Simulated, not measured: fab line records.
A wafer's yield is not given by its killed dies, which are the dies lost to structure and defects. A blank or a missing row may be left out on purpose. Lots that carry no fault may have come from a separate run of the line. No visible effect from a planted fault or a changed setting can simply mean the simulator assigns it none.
Matching of chambers    flow n5Finfet    rieDiel-06 running N5_BEOL_M6_VIA_ETCH_34: 4 sister chambers
The step etches SiCOH lowk in C4F6/O2, target depth 126.3 nm, time 50.9 s. 8 wafers are shown with their chamber, then 7 later ones without.

## WAFERS WITH THEIR CHAMBER
wafer   chamber  showerheadPlenumPTorr (Torr)  throttleValvePct (%)
L078.1  0        3.02                          20.78
L080.2  0        3.02                          20.78
L080.5  1        2.78                          20.61
L082.1  1        2.78                          20.60
L082.4  2        2.93                          21.36
L082.6  3        2.76                          21.05
L086.3  2        2.92                          21.40
L086.4  3        2.75                          21.05

## WAFERS WHOSE CHAMBER IS MISSING
wafer   showerheadPlenumPTorr (Torr)  throttleValvePct (%)
L086.6  2.92                          21.39
L090.2  2.92                          21.38
L090.5  2.75                          21.06
L090.6  3.01                          20.82
L095.1  3.00                          20.82
L095.2  2.74                          21.07
L095.3  2.77                          20.64

## CHAMBER TAKEN BY EACH
wafer   from the rows above  in truth
L086.6  2                    2
L090.2  2                    2
L090.5  3                    3
L090.6  0                    0
L095.1  0                    0
L095.2  3                    3
L095.3  1                    1
Placed correctly: 7 of 7. Can't be placed from these rows: 0. 0 placed wrongly.
How it was worked out, from the rows above alone: a wafer's distance from a chamber is the root of the sum, over the readings, of the square of ((its reading less the chamber's mean) divided by the reading's scatter). If the next closest chamber is less than 2 further off than the closest, the wafer can't be placed; otherwise it belongs to the closest. The mean given for a chamber averages the wafers shown for that chamber. The scatter is the square root of a quotient: the sum, over the shown wafers, of each reading's squared deviation from its chamber's mean, divided by wafers minus chambers.
